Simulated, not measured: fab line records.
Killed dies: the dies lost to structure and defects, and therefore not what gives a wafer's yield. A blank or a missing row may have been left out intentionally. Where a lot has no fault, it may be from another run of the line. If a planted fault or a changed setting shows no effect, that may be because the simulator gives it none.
fab line records	flow nand-harc
record lots=6	wafers=18	last-day=23
route steps=1159 shown A_STAIRCASE@579 END@1159
lots that met no fault: taken from a fault-free run of the same line
start-h: the number of hours between the record's first day and the start of the first shown wafer of the lot	wait-h: hours from the lot's prior step to this one	" unchanged from the row above	L1.1+2: a single row standing in for several wafers	- no value present, or no start provided	* or withheld: withheld	< > ~ a bound
route shown NAME@n: NAME is a module with steps in the file, n the number in the route of the first one	usual: mean/standard deviation taken from wafers without a fault	same: alike in all rows	chamber/n: place in a boat	sites: readings site by site	_std_site: standard deviation of those values	_edge_site: inner sites' mean taken away from outer sites' mean	radius-mm: how far each site lies from the wafer's centre	mask NAME#n: copy n	behind: the tool/chamber that last shaped the wafer	hold: the reason the lot was held/the length of the hold in hours/how it ended	device: the n, p or np transistor that did not switch	end of line: the tests these same wafers got at the end of their route	a step with no rows: only its recipe	killed: dies that structure and defects cost at the first sort, which is not the same as the wafer's yield	map: a wafer's dies, x killed, . not, _ none there
set.NAME: the setting the step ran with; set.NAME@STEP: the setting that earlier step ran with	model.NAME: the simulator's own value behind a step, which no gauge read
lots seen at some steps along the route; tables by step, rows by wafer
services: when a tool's chamber went out of use (start-h, in hours from the record's first day, below 0 if earlier), for how many hours, and the reason
## steps
# step NHARC_A_STAIRCASE_HARDBAKE_185
# recipe temp-c=120	time-s=140
# step NHARC_A_STAIRCASE_DESCUM_186
# recipe time-s=3	o2-flow-sccm=200	ar-flow-sccm=0	bias-power-w=0	chemistry=O2
# step NHARC_A_STAIRCASE_TRIM_187
# recipe time-s=211.2	o2-flow-sccm=500	ar-flow-sccm=0	bias-w=0	chemistry=O2
# step NHARC_A_STAIRCASE_ETCH_188
# recipe target-depth-a=1000	time-s=40.5	ion-energy-ev=400	c4f8-flow-sccm=20	o2-flow-sccm=10	ar-flow-sccm=withheld	rf-w=600	bias-w=1000	chemistry=C4F8/O2
# step NHARC_A_STAIRCASE_TRIM_189
# recipe time-s=211.2	o2-flow-sccm=500	ar-flow-sccm=0	bias-w=0	chemistry=O2
# usual drypump-motor-current-A=6.1/0.37	oes-product-au=0.999/0.011	rf-vpp-V=57.9/1	showerhead-plenum-p-Torr=3.57/0.14	throttle-valve-pct=17.035/0.0087
# same time-s=211.2
lot.wafer	tool	chamber	start-h	wait-h	drypump-motor-current-A	oes-product-au	rf-hours-counter-h	rf-vpp-V	showerhead-plenum-p-Torr	throttle-valve-pct
L766.4	rie-diel-06	0	236.34	-	6.3	1.012	60	58.1	3.37	17.061
L766.2	"	3	"	"	5.7	1.000	64	58.6	3.61	17.037
L766.5	"	1	"	"	6.3	0.985	-	56.2	3.52	17.044
L765.2	rie-diel-06	2	-	-	6.5	1.008	64	56.9	3.60	17.044
L765.3	"	0	"	"	6.3	1.012	61	55.8	3.37	17.035
L765.6	"	3	"	"	5.7	1.000	-	59.4	3.61	17.037
L767.3	rie-diel-06	1	-	-	6.3	1.006	3	58.5	3.51	17.023
L767.1	"	2	"	"	6.5	0.983	3	57.2	3.60	17.031
L767.5	"	0	"	"	6.4	1.011	-	56.4	3.37	17.030
L774.4	rie-diel-06	3	-	-	5.7	0.999	20	60.1	3.60	17.025
L774.5	"	3	"	"	5.8	0.994	-	59.0	3.60	17.048
L774.6	"	0	"	"	6.4	1.010	-	58.1	3.36	17.028
L775.3	rie-diel-02	1	-	-	6.7	0.998	53	59.4	3.67	17.052
L775.4	"	2	"	"	6.3	0.984	58	58.1	3.60	17.042
L775.5	"	2	"	"	6.3	0.981	-	56.5	3.60	17.012
L783.2	rie-diel-07	0	-	-	6.3	1.004	44	57.6	3.67	17.043
L783.4	"	1	"	"	5.4	1.008	36	58.4	3.48	17.033
L783.5	"	2	"	"	6.1	1.010	-	59.2	3.75	17.040
# step NHARC_A_STAIRCASE_ETCH_190
# recipe target-depth-a=1000	time-s=40.5	ion-energy-ev=400	c4f8-flow-sccm=20	o2-flow-sccm=10	ar-flow-sccm=withheld	rf-w=600	bias-w=1000	chemistry=C4F8/O2
# step NHARC_A_STAIRCASE_TRIM_191
# recipe time-s=211.2	o2-flow-sccm=500	ar-flow-sccm=0	bias-w=0	chemistry=O2
# usual drypump-motor-current-A=6.1/0.38	oes-product-au=0.998/0.011	rf-vpp-V=58.0/0.9	showerhead-plenum-p-Torr=3.58/0.14	throttle-valve-pct=17.037/0.0096
# same time-s=211.2
lot.wafer	tool	chamber	start-h	wait-h	drypump-motor-current-A	oes-product-au	rf-hours-counter-h	rf-vpp-V	showerhead-plenum-p-Torr	throttle-valve-pct
L766.2	rie-diel-06	1	-	-	6.3	0.982	59	59.4	3.52	17.044
L766.4	"	2	"	"	6.4	0.995	63	57.9	3.60	17.035
L766.5	"	2	"	"	6.4	0.990	-	57.6	3.60	17.023
L765.3	rie-diel-06	3	-	-	5.8	0.986	65	57.9	3.61	17.023
L765.2	"	1	"	"	6.2	0.989	60	57.6	3.52	17.032
L765.6	"	3	"	"	5.8	1.000	-	59.1	3.61	17.029
L767.1	rie-diel-06	3	-	-	5.8	0.991	3	57.6	3.60	17.027
L767.3	"	1	"	"	6.2	1.008	4	58.2	3.51	17.046
L767.5	"	2	"	"	6.4	0.981	-	57.8	3.60	17.039
L774.4	rie-diel-06	0	-	-	6.3	1.005	21	56.9	3.36	17.046
L774.6	"	3	"	"	5.7	1.000	-	57.2	3.60	17.036
L774.5	"	0	"	"	6.4	1.003	-	59.0	3.36	17.035
L775.4	rie-diel-02	0	-	-	5.7	0.991	60	55.7	3.27	17.041
L775.3	"	2	"	"	6.3	0.991	59	57.9	3.60	17.036
L775.5	"	1	"	"	6.7	0.997	-	57.7	3.67	17.046
L783.2	rie-diel-07	2	-	-	6.1	1.003	40	59.2	3.75	17.030
L783.4	"	1	"	"	5.5	1.012	36	58.3	3.48	17.033
L783.5	"	2	"	"	6.0	1.000	-	58.8	3.75	17.040
# step NHARC_A_STAIRCASE_ETCH_192
# recipe target-depth-a=1000	time-s=40.5	ion-energy-ev=400	c4f8-flow-sccm=20	o2-flow-sccm=10	ar-flow-sccm=withheld	rf-w=600	bias-w=1000	chemistry=C4F8/O2
# step NHARC_A_STAIRCASE_TRIM_193
# recipe time-s=211.2	o2-flow-sccm=500	ar-flow-sccm=0	bias-w=0	chemistry=O2
# step NHARC_A_STAIRCASE_ETCH_194
# recipe target-depth-a=1000	time-s=40.5	ion-energy-ev=400	c4f8-flow-sccm=20	o2-flow-sccm=10	ar-flow-sccm=withheld	rf-w=600	bias-w=1000	chemistry=C4F8/O2
# step NHARC_A_STAIRCASE_TRIM_196
# recipe time-s=211.2	o2-flow-sccm=500	ar-flow-sccm=0	bias-w=0	chemistry=O2
# usual drypump-motor-current-A=6.1/0.35	oes-product-au=0.999/0.0097	rf-vpp-V=57.9/0.9	showerhead-plenum-p-Torr=3.57/0.13	throttle-valve-pct=17.037/0.0095
# same time-s=211.2
lot.wafer	tool	chamber	start-h	wait-h	drypump-motor-current-A	oes-product-au	rf-hours-counter-h	rf-vpp-V	showerhead-plenum-p-Torr	throttle-valve-pct
L766.2	rie-diel-07	0	237.29	0.1	6.3	0.998	0	59.1	3.69	17.048
L766.4	"	3	"	"	5.5	0.988	0	58.7	3.69	17.030
L766.5	"	1	"	"	5.5	1.006	-	58.9	3.50	17.039
L765.2	rie-diel-02	0	238.98	0.1	5.7	0.975	32	58.2	3.28	17.028
L765.3	"	2	"	"	6.3	0.996	33	57.9	3.61	17.054
L765.6	"	0	"	"	5.7	0.990	-	57.3	3.28	17.044
L767.3	rie-diel-06	0	257.91	0.1	6.3	1.017	4	58.5	3.37	17.032
L767.1	"	2	"	"	6.4	0.985	4	57.8	3.60	17.044
L767.5	"	0	"	"	6.4	1.006	-	56.4	3.37	17.036
L774.4	rie-diel-06	3	299.66	0.1	5.7	1.003	20	58.1	3.60	17.035
L774.6	"	2	"	"	6.4	0.987	-	57.2	3.59	17.029
L774.5	"	3	"	"	5.7	1.013	-	57.6	3.60	17.047
L775.4	rie-diel-06	0	301.20	0.1	6.3	1.008	22	58.7	3.36	17.059
L775.3	"	1	"	"	6.2	0.995	21	58.7	3.51	17.043
L775.5	"	2	"	"	6.4	0.988	-	58.0	3.59	17.026
L783.2	rie-diel-02	1	352.24	0.1	6.7	1.006	6	58.4	3.66	17.034
L783.5	"	3	"	"	5.8	0.994	-	57.8	3.80	17.037
L783.4	"	1	"	"	6.7	1.003	-	57.7	3.66	17.046
# step NHARC_A_STAIRCASE_ETCH_197
# recipe target-depth-a=1000	time-s=40.5	ion-energy-ev=400	c4f8-flow-sccm=20	o2-flow-sccm=10	ar-flow-sccm=withheld	rf-w=600	bias-w=1000	chemistry=C4F8/O2
# step NHARC_A_STAIRCASE_TRIM_198
# recipe time-s=211.2	o2-flow-sccm=500	ar-flow-sccm=0	bias-w=0	chemistry=O2
# step NHARC_A_STAIRCASE_ETCH_199
# recipe target-depth-a=1000	time-s=40.5	ion-energy-ev=400	c4f8-flow-sccm=20	o2-flow-sccm=10	ar-flow-sccm=withheld	rf-w=600	bias-w=1000	chemistry=C4F8/O2
# step NHARC_A_STAIRCASE_TRIM_200
# recipe time-s=211.2	o2-flow-sccm=500	ar-flow-sccm=0	bias-w=0	chemistry=O2
# step NHARC_A_STAIRCASE_ETCH_201
# recipe target-depth-a=1000	time-s=40.5	ion-energy-ev=400	c4f8-flow-sccm=20	o2-flow-sccm=10	ar-flow-sccm=withheld	rf-w=600	bias-w=1000	chemistry=C4F8/O2
# step NHARC_A_STAIRCASE_TRIM_202
# recipe time-s=211.2	o2-flow-sccm=500	ar-flow-sccm=0	bias-w=0	chemistry=O2
# usual drypump-motor-current-A=6.1/0.35	oes-product-au=1.001/0.011	rf-vpp-V=57.9/0.8	showerhead-plenum-p-Torr=3.56/0.13	throttle-valve-pct=17.036/0.01
# same time-s=211.2
lot.wafer	tool	chamber	start-h	wait-h	drypump-motor-current-A	oes-product-au	rf-hours-counter-h	rf-vpp-V	showerhead-plenum-p-Torr	throttle-valve-pct
L766.4	rie-diel-07	1	-	-	5.4	1.020	0	57.8	3.50	17.030
L766.2	"	3	"	"	5.4	0.986	0	57.5	3.69	17.040
L766.5	"	2	"	"	6.0	0.994	-	58.3	3.77	17.036
L765.2	rie-diel-02	0	-	-	5.7	0.997	32	56.8	3.28	17.032
L765.3	"	3	"	"	5.8	0.993	33	59.5	3.29	17.047
L765.6	"	0	"	"	5.7	0.988	-	55.5	3.28	17.045
L767.3	rie-diel-06	1	-	-	6.3	1.001	5	56.6	3.51	17.012
L767.1	"	2	"	"	6.4	0.975	5	57.2	3.60	17.032
L767.5	"	0	"	"	6.3	1.010	-	58.2	3.37	17.034
L774.4	rie-diel-06	1	-	-	6.3	1.010	20	58.5	3.51	17.047
L774.5	"	3	"	"	5.7	1.002	-	57.8	3.60	17.040
L774.6	"	0	"	"	6.3	1.005	-	57.1	3.36	17.032
L775.4	rie-diel-06	2	-	-	6.5	0.989	16	58.0	3.59	17.033
L775.3	"	3	"	"	5.7	1.005	21	58.9	3.60	17.028
L775.5	"	2	"	"	6.5	1.005	-	58.9	3.59	17.032
L783.2	rie-diel-02	2	-	-	6.3	1.003	6	57.0	3.59	17.033
L783.5	"	3	"	"	5.9	0.999	-	59.4	3.80	17.032
L783.4	"	2	"	"	6.3	0.998	-	58.5	3.59	17.042
# step NHARC_A_STAIRCASE_ETCH_203
# recipe target-depth-a=1000	time-s=40.5	ion-energy-ev=400	c4f8-flow-sccm=20	o2-flow-sccm=10	ar-flow-sccm=withheld	rf-w=600	bias-w=1000	chemistry=C4F8/O2
# step NHARC_A_STAIRCASE_STRIP_205
# recipe power-w=1500	temp-c=250	chemistry=O2
# step NHARC_A_STAIRCASE_STRIP_206
# recipe time-s=900	temp-c=130	chemistry=SPM
# step NHARC_A_STAIRCASE_PRECLEAN_207
# recipe time-s=*	temp-c=50	bath-age-min=0	chemistry=SC1
# step NHARC_A_STAIRCASE_SRD_208
# step NHARC_A_STAIRCASE_DEHYDRATE_209
# recipe temp-c=150	time-s=120
# step NHARC_A_STAIRCASE_HMDS_210
# recipe time-s=30
# step NHARC_A_STAIRCASE_COAT_211
# recipe spin-rpm=1200
# step NHARC_A_STAIRCASE_SOFTBAKE_212
# recipe temp-c=135	time-s=170
# step NHARC_A_STAIRCASE_EBR_213
# step NHARC_A_STAIRCASE_EXPOSE_214
# recipe na=0.5	dose-mj=31.26	mask-id=STAIR_3
# step NHARC_A_STAIRCASE_PEB_215
# recipe peb-temp-c=115	peb-time-s=130
# step NHARC_A_STAIRCASE_DEVELOP_216
# recipe time-s=140
# step NHARC_A_STAIRCASE_HARDBAKE_218
# recipe temp-c=120	time-s=140
# step NHARC_A_STAIRCASE_DESCUM_219
# recipe time-s=3	o2-flow-sccm=200	ar-flow-sccm=0	bias-power-w=0	chemistry=O2
# step NHARC_A_STAIRCASE_TRIM_220
# recipe time-s=211.2	o2-flow-sccm=500	ar-flow-sccm=0	bias-w=0	chemistry=O2
# step NHARC_A_STAIRCASE_ETCH_221
# recipe target-depth-a=1000	time-s=40.5	ion-energy-ev=400	c4f8-flow-sccm=20	o2-flow-sccm=10	ar-flow-sccm=withheld	rf-w=600	bias-w=1000	chemistry=C4F8/O2
# step NHARC_A_STAIRCASE_TRIM_222
# recipe time-s=211.2	o2-flow-sccm=500	ar-flow-sccm=0	bias-w=0	chemistry=O2
# step NHARC_A_STAIRCASE_ETCH_223
# recipe target-depth-a=1000	time-s=40.5	ion-energy-ev=400	c4f8-flow-sccm=20	o2-flow-sccm=10	ar-flow-sccm=withheld	rf-w=600	bias-w=1000	chemistry=C4F8/O2
# usual oes-product-au=0.940/0.014	rf-vpp-V=897/5.3
# same time-s=40.5
lot.wafer	tool	chamber	start-h	wait-h	oes-product-au	rf-hours-counter-h	rf-vpp-V
L766.4	rie-diel-06	2	-	-	0.962	65	898
L766.2	"	1	"	"	0.934	61	897
L766.5	"	3	"	"	0.956	-	899
L765.3	rie-diel-02	0	-	-	0.924	34	887
L765.2	"	2	"	"	0.928	35	897
L765.6	"	0	"	"	0.915	-	887
L767.1	rie-diel-07	3	-	-	0.927	10	901
L767.3	"	0	"	"	0.971	11	903
L767.5	"	3	"	"	0.928	-	902
L774.4	rie-diel-07	3	-	-	0.937	24	900
L774.5	"	2	"	"	0.954	-	903
L774.6	"	3	"	"	0.935	-	902
L775.4	rie-diel-06	3	-	-	0.949	21	897
L775.3	"	0	"	"	0.957	22	891
L775.5	"	2	"	"	0.936	-	898
L783.2	rie-diel-02	1	-	-	0.949	7	901
L783.5	"	1	"	"	0.948	-	901
L783.4	"	3	"	"	0.934	-	906
# step NHARC_A_STAIRCASE_TRIM_224
# recipe time-s=211.2	o2-flow-sccm=500	ar-flow-sccm=0	bias-w=0	chemistry=O2
# usual drypump-motor-current-A=6.1/0.38	oes-product-au=0.999/0.011	rf-vpp-V=57.9/0.95	showerhead-plenum-p-Torr=3.54/0.15	throttle-valve-pct=17.037/0.0087
# same time-s=211.2
lot.wafer	tool	chamber	start-h	wait-h	drypump-motor-current-A	oes-product-au	rf-hours-counter-h	rf-vpp-V	showerhead-plenum-p-Torr	throttle-valve-pct
L766.2	rie-diel-06	3	-	-	5.7	0.998	66	57.7	3.61	17.053
L766.4	"	1	"	"	6.3	0.978	61	59.0	3.52	17.028
L766.5	"	0	"	"	6.3	0.992	-	56.6	3.37	17.043
L765.2	rie-diel-02	3	-	-	5.8	0.991	35	57.9	3.29	17.035
L765.3	"	0	"	"	5.7	0.992	34	56.2	3.28	17.029
L765.6	"	0	"	"	5.7	0.991	-	56.7	3.28	17.023
L767.3	rie-diel-07	1	-	-	5.4	1.016	10	57.6	3.50	17.037
L767.1	"	3	"	"	5.5	0.990	10	57.8	3.69	17.029
L767.5	"	1	"	"	5.4	1.026	-	56.9	3.50	17.047
L774.4	rie-diel-07	2	-	-	6.0	1.006	23	58.4	3.76	17.036
L774.6	"	3	"	"	5.5	0.994	-	58.4	3.68	17.046
L774.5	"	0	"	"	6.3	1.015	-	58.5	3.68	17.026
L775.4	rie-diel-06	0	-	-	6.3	1.017	22	59.2	3.36	17.027
L775.3	"	1	"	"	6.2	1.011	21	56.2	3.51	17.035
L775.5	"	0	"	"	6.3	1.015	-	58.1	3.36	17.039
L783.2	rie-diel-02	1	-	-	6.7	1.007	7	57.9	3.66	17.040
L783.5	"	3	"	"	5.8	0.994	-	59.1	3.80	17.027
L783.4	"	1	"	"	6.7	1.004	-	57.6	3.66	17.047
# step NHARC_A_STAIRCASE_ETCH_225
# recipe target-depth-a=1000	time-s=40.5	ion-energy-ev=400	c4f8-flow-sccm=20	o2-flow-sccm=10	ar-flow-sccm=withheld	rf-w=600	bias-w=1000	chemistry=C4F8/O2
# step NHARC_END_SORT_01
# recipe temp-c=25
# usual killed-at-array=26/9	killed-at-other=0.8/1.2	killed-at-periphery=3.2/2.3	killed-dies=30/9.1	killed-open=3.5/2	killed-short=1.8/1.4
# same gross-dies=677
lot.wafer	tool	chamber	start-h	wait-h	killed-at-array	killed-at-other	killed-at-periphery	killed-dies	killed-open	killed-short
L765.2	prober-01	0	445.32	2.8	15	1	5	21	3	3
L765.3	prober-01	0	446.13	3.1	18	3	2	23	3	3
L765.6	prober-01	0	448.55	4.0	18	0	3	21	2	3
L766.2	prober-02	0	445.38	2.8	44	1	5	50	2	3
L766.4	prober-02	0	446.98	3.4	30	2	5	37	3	2
L766.5	prober-02	0	447.78	3.7	35	1	3	39	4	1
L767.1	prober-02	0	454.59	2.5	28	1	3	32	1	3
L767.3	prober-02	0	456.19	3.1	25	1	4	30	7	2
L767.5	prober-02	0	457.78	3.7	20	0	2	22	0	2
L775.3	prober-01	0	492.90	3.1	95	1	2	98	3	4
L775.4	prober-01	0	493.71	3.4	99	1	1	101	5	0
L775.5	prober-01	0	494.51	3.7	91	0	2	93	2	2
L774.4	prober-01	0	504.18	3.4	96	1	2	99	7	4
L774.5	prober-01	0	504.98	3.7	92	0	1	93	2	0
L774.6	prober-01	0	505.78	4.0	98	1	2	101	5	4
L783.2	prober-02	0	551.33	2.8	31	0	11	42	3	0
L783.4	prober-02	0	552.94	3.4	25	0	6	31	2	1
L783.5	prober-02	0	553.74	3.7	34	0	5	39	5	1
# killed by level:class
L765.2 A_SGD_CUT:chamber-film-flake=4 P_GATE:chamber-film-flake=3 A_CHANNEL_HOLE_D1:chamber-film-flake=2 A_STAIRCASE:chamber-film-flake=2 P_CONTACT:geometric-particle:short=1 A_CHANNEL_FILL_D1:geometric-particle:short=1 A_WL_FILL:geometric-particle:open=1 A_CONTACT:geometric-particle:open=1
L766.2 A_CHANNEL_HOLE_D1:chamber-film-flake=13 A_STAIRCASE:chamber-film-flake=13 A_SLIT:chamber-film-flake=10 A_CONTACT:chamber-film-flake=4 P_M2:chamber-film-flake=2 A_WL_FILL:chamber-film-flake=2 P_GATE:geometric-particle:open=1 P_GATE:geometric-particle:short=1
L765.3 A_CHANNEL_FILL_D1:chamber-film-flake=3 A_STAIRCASE:chamber-film-flake=3 A_CONTACT:chamber-film-flake=3 STARTING-WAFER:geometric-particle:short=2 A_CHANNEL_HOLE_D1:chamber-film-flake=2 A_M1:chamber-film-flake=2 P_STI:geometric-particle:open=1 A_M1:geometric-particle:open=1
L766.4 A_CHANNEL_HOLE_D1:chamber-film-flake=13 A_CONTACT:chamber-film-flake=5 P_STI:chamber-film-flake=4 A_SLIT:chamber-film-flake=4 A_STAIRCASE:chamber-film-flake=2 A_WL_FILL:chamber-film-flake=2 THIN_TSV:chamber-film-flake=2 P_GATE:geometric-particle:open=1
L766.5 A_CHANNEL_HOLE_D1:chamber-film-flake=12 A_STAIRCASE:chamber-film-flake=8 A_SLIT:chamber-film-flake=8 A_CONTACT:chamber-film-flake=3 P_CONTACT:geometric-particle:open=2 A_M0:geometric-particle:open=2 A_SOURCE_PLATE:geometric-particle:short=1 P_M2:chamber-film-flake=1
L765.6 A_STAIRCASE:chamber-film-flake=5 A_SGD_CUT:chamber-film-flake=4 A_CONTACT:geometric-particle:open=2 P_STI:chamber-film-flake=2 A_ONON_D1:geometric-particle:short=1 A_CHANNEL_FILL_D1:geometric-particle:short=1 A_WL_FILL:geometric-particle:short=1 P_GATE:chamber-film-flake=1
L767.1 A_CHANNEL_HOLE_D1:chamber-film-flake=13 A_CONTACT:chamber-film-flake=4 A_ZERO_WELL:chamber-film-flake=3 A_CHANNEL_FILL_D1:chamber-film-flake=3 A_WL_FILL:geometric-particle:short=2 A_STAIRCASE:chamber-film-flake=2 P_M0:geometric-particle:short=1 P_M1:geometric-particle:open=1
L767.3 A_CHANNEL_HOLE_D1:chamber-film-flake=12 A_CONTACT:geometric-particle:open=2 P_STI:chamber-film-flake=2 A_STAIRCASE:chamber-film-flake=2 A_CONTACT:chamber-film-flake=2 P_GATE:geometric-particle:open=1 P_M0:geometric-particle:short=1 A_SGD_CUT:geometric-particle:open=1
L767.5 A_CHANNEL_HOLE_D1:chamber-film-flake=13 A_CONTACT:chamber-film-flake=3 A_STAIRCASE:chamber-film-flake=2 P_STI:geometric-particle:short=1 A_SLIT:geometric-particle:short=1 P_BONDPAD:chamber-film-flake=1 A_WL_FILL:chamber-film-flake=1
L775.3 A_STAIRCASE:unspecified=75 A_SLIT:chamber-film-flake=7 A_CONTACT:chamber-film-flake=4 A_CHANNEL_HOLE_D1:chamber-film-flake=3 A_ONON_D1:geometric-particle:short=2 P_GATE:geometric-particle:short=1 P_M1:geometric-particle:open=1 A_ONON_D1:geometric-particle:open=1
L775.4 A_STAIRCASE:unspecified=76 A_SLIT:chamber-film-flake=8 A_CHANNEL_HOLE_D1:chamber-film-flake=5 A_CHANNEL_FILL_D1:chamber-film-flake=3 A_CONTACT:chamber-film-flake=3 A_CONTACT:geometric-particle:open=2 P_M0:geometric-particle:open=1 A_BLC:geometric-particle:open=1
L775.5 A_STAIRCASE:unspecified=72 A_SLIT:chamber-film-flake=8 A_CHANNEL_HOLE_D1:chamber-film-flake=3 A_CONTACT:chamber-film-flake=3 P_GATE:geometric-particle:open=1 P_M0:geometric-particle:open=1 A_CHANNEL_HOLE_D1:geometric-particle:short=1 A_WL_FILL:geometric-particle:short=1
L774.4 A_STAIRCASE:unspecified=69 A_CHANNEL_HOLE_D1:chamber-film-flake=16 A_CONTACT:geometric-particle:open=3 P_GATE:geometric-particle:open=1 P_GATE:geometric-particle:short=1 A_SOURCE_PLATE:geometric-particle:open=1 A_ONON_D1:geometric-particle:open=1 A_SGD_CUT:geometric-particle:open=1
L774.5 A_STAIRCASE:unspecified=66 A_CHANNEL_HOLE_D1:chamber-film-flake=23 P_M0:geometric-particle:open=1 A_SGD_CUT:geometric-particle:open=1 A_ZERO_WELL:chamber-film-flake=1 A_CONTACT:chamber-film-flake=1
L774.6 A_STAIRCASE:unspecified=73 A_CHANNEL_HOLE_D1:chamber-film-flake=15 A_CONTACT:chamber-film-flake=3 A_CONTACT:geometric-particle:open=2 P_CONTACT:geometric-particle:open=1 P_M1:geometric-particle:open=1 A_ONON_D1:geometric-particle:short=1 A_CHANNEL_HOLE_D1:geometric-particle:short=1
L783.2 A_CHANNEL_HOLE_D1:chamber-film-flake=22 A_CONTACT:chamber-film-flake=5 P_ZERO_WELL:chamber-film-flake=4 P_STI:chamber-film-flake=3 A_M0:chamber-film-flake=2 P_CONTACT:geometric-particle:open=1 P_M0:geometric-particle:open=1 A_CHANNEL_FILL_D1:geometric-particle:open=1
L783.4 A_CHANNEL_HOLE_D1:chamber-film-flake=18 A_CONTACT:chamber-film-flake=3 A_CONTACT:geometric-particle:open=2 P_ZERO_WELL:chamber-film-flake=2 P_CONTACT:chamber-film-flake=2 P_M1:chamber-film-flake=2 A_M0:geometric-particle:short=1 A_M0:chamber-film-flake=1
L783.5 A_CHANNEL_HOLE_D1:chamber-film-flake=22 A_CONTACT:chamber-film-flake=5 A_CHANNEL_FILL_D1:geometric-particle:open=2 P_M1:geometric-particle:open=1 A_ONON_D1:geometric-particle:open=1 A_CHANNEL_HOLE_D1:geometric-particle:open=1 A_CHANNEL_FILL_D1:geometric-particle:short=1 P_ZERO_WELL:chamber-film-flake=1
# map L774.6 (x killed, . not)
____________.____________
_________x......_________
_______.....x....._______
______.............______
_____..............x_____
____.....x...........____
____.................____
___...................___
___..........x........___
__........x..x.........__
__........x.xxx........__
_.......xxxxxx.........._
_........xxxxxx........._
_.......xxxxxxx........._
_......xxxxxxxx........._
_.......xxxxxxx........._
.......xxxxxxxx...x......
.......xxxxxxxx..........
.......xxxxxxxx....x.....
........xxxxxxx..........
.........xxx.x...........
_........x....x........._
_......x..x.x..........._
_........x..x.x........._
_.x......xx............._
_.................x....._
__.......x......x......__
__.....................__
___...................___
___.......x.x.........___
____.................____
____.....x...........____
_____..............._____
______.x...........______
_______....x......_______
_________......._________
____________.____________
# map L775.4 (x killed, . not)
____________.____________
_________......._________
_______..........._______
______.............______
_____..............._____
____.................____
____.................____
___...................___
___...................___
__.............x.......__
__................x....__
_......................._
_......................._
_......................._
_..............x......x._
_......................._
.........................
...............x...x.....
.........x....xxx........
..............xx...x.....
............xxxxx........
_.x......xxxxxxxx.x....x_
_.......x..xxxxxxxx....._
_........x.xxxxxxxx....._
_.x........xxxxxxx......_
_.......x...xxxxxxxx...._
__xxx.......xxxxxx.....__
__..x...x...xxxxx......__
___.....x...xxxxx.....___
___.x......x.x.xxx.xx.___
____..........x......____
____............xx...____
_____.........x..xx._____
______............x______
_______..........._______
_________......._________
____________.____________
## services
tool	chamber	start-h	hours	kind
rie-diel-06	0	220.33	-	clean
rie-diel-06	1	220.33	-	clean
rie-diel-06	2	220.33	-	clean
rie-diel-06	3	220.33	-	clean
rie-diel-07	-	228.23	9.0	pm
rie-diel-06	-	241.20	9.0	pm
rie-diel-06	0	241.20	9.0	vent-cycle
rie-diel-06	1	241.20	9.0	vent-cycle
rie-diel-06	2	241.20	9.0	vent-cycle
rie-diel-06	3	241.20	9.0	vent-cycle
rie-diel-06	0	250.20	-	clean
rie-diel-06	1	250.20	-	clean
rie-diel-06	2	250.20	-	clean
rie-diel-06	3	250.20	-	clean
rie-diel-06	0	274.70	-	clean
rie-diel-06	1	274.70	-	clean
rie-diel-06	2	274.70	-	clean
rie-diel-06	3	274.70	-	clean
rie-diel-07	1	287.55	13.4	repair
rie-diel-06	2	289.33	6.8	repair
rie-diel-06	0	299.23	-	clean
rie-diel-06	1	299.23	-	clean
rie-diel-02	0	318.79	4.1	repair
rie-diel-02	-	327.76	9.0	pm
## key
first-sign step=NHARC_END_SORT_01	reading=killed-at-array	direction=up	sigmas=7.7	usual=26	struck=95
effect step=NHARC_END_SORT_01	reading=killed-dies	direction=up	sigmas=7.4	usual=30	struck=98
more-kills-born-at NHARC_A_STAIRCASE_TRIM_196@rie-diel-06=431
met-at NHARC_A_STAIRCASE_TRIM_196
struck-wafers L774.4,L774.5,L774.6,L775.3,L775.4,L775.5
tester-left-out L774,L775
onset-between 257.91 299.66
also-fits NHARC_A_STAIRCASE_TRIM_202:rie-diel-06
fault kind=chamber-particle-source	tool=rie-diel-06	chamber=-	onset-h=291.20	steps=NHARC_A_STAIRCASE_TRIM_196	rate-per-visit-cm2=0.48391	end-h=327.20
# tester-left-out: of these lots the tester's yield and bins aren't shown, on N5 and GAA mostly nor the transistor test; their killed dies are dies lost to structure and defects alone, not to doping, threshold or leakage, so they don't give the yield
